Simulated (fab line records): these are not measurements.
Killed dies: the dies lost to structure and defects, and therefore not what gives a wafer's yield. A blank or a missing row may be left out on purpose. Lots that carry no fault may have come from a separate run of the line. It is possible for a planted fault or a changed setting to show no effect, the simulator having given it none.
Lot-split experiment / flow n5 finfet / 7 lots, 21 wafers read, on a route of 1938 steps

## SPLIT DETAILS
At N5_FIN_SAQP_ETCH_52 (etches SOC in N2/H2, target depth 100 nm, overetch 20 nm, time 150 s), the setting source w was moved away from the recipe's 840 W on 7 of the 21 wafers read, by -15.7% to +5.7%. For the rest of the wafers, this setting stayed at what the recipe calls for.

The split's own step is where the reading is taken.

## THE READING
rf vpp V, in V, at N5_FIN_SAQP_ETCH_52 (etches SOC in N2/H2, target depth 100 nm, overetch 20 nm, time 150 s). On this fab line, fault-free wafers typically give 524.1 V with a standard deviation of 2.6 V.

wafer=L078.2; tool, chamber at the split=rie diel-06, 3; source w as run, W=840; against the recipe=recipe; rf vpp V, V=522.0; against lot-mates on the recipe=-
wafer=L078.4; tool, chamber at the split=rie diel-06, 2; source w as run, W=888.3; against the recipe=+5.7%; rf vpp V, V=517.7; against lot-mates on the recipe=-4.6
wafer=L078.5; tool, chamber at the split=rie diel-06, 3; source w as run, W=840; against the recipe=recipe; rf vpp V, V=522.6; against lot-mates on the recipe=-
wafer=L087.2; tool, chamber at the split=rie diel-01, 3; source w as run, W=840; against the recipe=recipe; rf vpp V, V=523.0; against lot-mates on the recipe=-
wafer=L087.5; tool, chamber at the split=rie diel-01, 0; source w as run, W=840; against the recipe=recipe; rf vpp V, V=523.8; against lot-mates on the recipe=-
wafer=L087.6; tool, chamber at the split=rie diel-01, 3; source w as run, W=840; against the recipe=recipe; rf vpp V, V=522.0; against lot-mates on the recipe=-
wafer=L088.1; tool, chamber at the split=rie diel-02, 3; source w as run, W=708.4; against the recipe=-15.7%; rf vpp V, V=553.5; against lot-mates on the recipe=+24.8
wafer=L088.2; tool, chamber at the split=rie diel-02, 0; source w as run, W=840; against the recipe=recipe; rf vpp V, V=528.7; against lot-mates on the recipe=-
wafer=L088.6; tool, chamber at the split=rie diel-02, 3; source w as run, W=708.4; against the recipe=-15.7%; rf vpp V, V=553.8; against lot-mates on the recipe=+25.1
wafer=L090.2; tool, chamber at the split=rie diel-06, 0; source w as run, W=840; against the recipe=recipe; rf vpp V, V=527.0; against lot-mates on the recipe=-
wafer=L090.3; tool, chamber at the split=rie diel-06, 3; source w as run, W=840; against the recipe=recipe; rf vpp V, V=521.2; against lot-mates on the recipe=-
wafer=L090.5; tool, chamber at the split=rie diel-06, 2; source w as run, W=840; against the recipe=recipe; rf vpp V, V=527.7; against lot-mates on the recipe=-
wafer=L095.2; tool, chamber at the split=rie diel-02, 3; source w as run, W=745.5; against the recipe=-11.3%; rf vpp V, V=544.1; against lot-mates on the recipe=+22.1
wafer=L095.3; tool, chamber at the split=rie diel-02, 1; source w as run, W=745.5; against the recipe=-11.3%; rf vpp V, V=541.8; against lot-mates on the recipe=+19.8
wafer=L095.5; tool, chamber at the split=rie diel-02, 3; source w as run, W=840; against the recipe=recipe; rf vpp V, V=522.0; against lot-mates on the recipe=-
wafer=L096.1; tool, chamber at the split=rie diel-06, 3; source w as run, W=727.2; against the recipe=-13.4%; rf vpp V, V=547.6; against lot-mates on the recipe=+21.0
wafer=L096.2; tool, chamber at the split=rie diel-06, 2; source w as run, W=840; against the recipe=recipe; rf vpp V, V=526.6; against lot-mates on the recipe=-
wafer=L096.6; tool, chamber at the split=rie diel-06, 3; source w as run, W=727.2; against the recipe=-13.4%; rf vpp V, V=548.8; against lot-mates on the recipe=+22.2
wafer=L097.3; tool, chamber at the split=rie diel-02, 2; source w as run, W=840; against the recipe=recipe; rf vpp V, V=526.9; against lot-mates on the recipe=-
wafer=L097.4; tool, chamber at the split=rie diel-02, 0; source w as run, W=840; against the recipe=recipe; rf vpp V, V=527.6; against lot-mates on the recipe=-
wafer=L097.5; tool, chamber at the split=rie diel-02, 0; source w as run, W=840; against the recipe=recipe; rf vpp V, V=526.4; against lot-mates on the recipe=-

FIT RESULTS
A straight line over all 21 wafers: rf vpp V changes by -1.73 V for each +1% of source w; r = -0.98; the points scatter about the line by 2.4 V.
The same after taking each lot's own level away (the mean of its wafers on the recipe; 21 wafers): -1.6 V for each +1%; r = -0.99; scatter 1.8 V.
According to that fit, moving source w by its largest amount changes the reading by 25 V.
Across the lots, their own levels run from 522.00 to 528.70 V, a range of 2.6 times the standard deviation given above.
The two slopes are in agreement: the lot-to-lot level therefore moves the slope only a little.
Check: for one of the wafers moved furthest among these (-15.7%), held out of the fit, the line's prediction against its lot-mates is +25.8 V. It came out at +24.8 V against them.
Tool readings at the split's step, against how far the setting was moved: rf vpp V r = -0.98.

## OTHER SPLITS ON THESE WAFERS
Before the reading, these wafers also passed through other splits. Each is held against what the fit with the lots' levels taken away leaves over:
other split on the same wafers=N5_WELL_APT_COAT_02 spin rpm; wafers away from the commonest value=4; r with rf vpp V (lot level and that fit taken away)=-0.22
other split on the same wafers=N5_FIN_SAQP_HM_DEP_03 time s; wafers away from the commonest value=9; r with rf vpp V (lot level and that fit taken away)=-0.16
other split on the same wafers=N5_FIN_SAQP_EXPOSE_13 dose mj; wafers away from the commonest value=4; r with rf vpp V (lot level and that fit taken away)=-0.05

## THE FILE'S OWN FIT
rf vpp V changes by -1.61 V for each +1% of source w, r = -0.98.
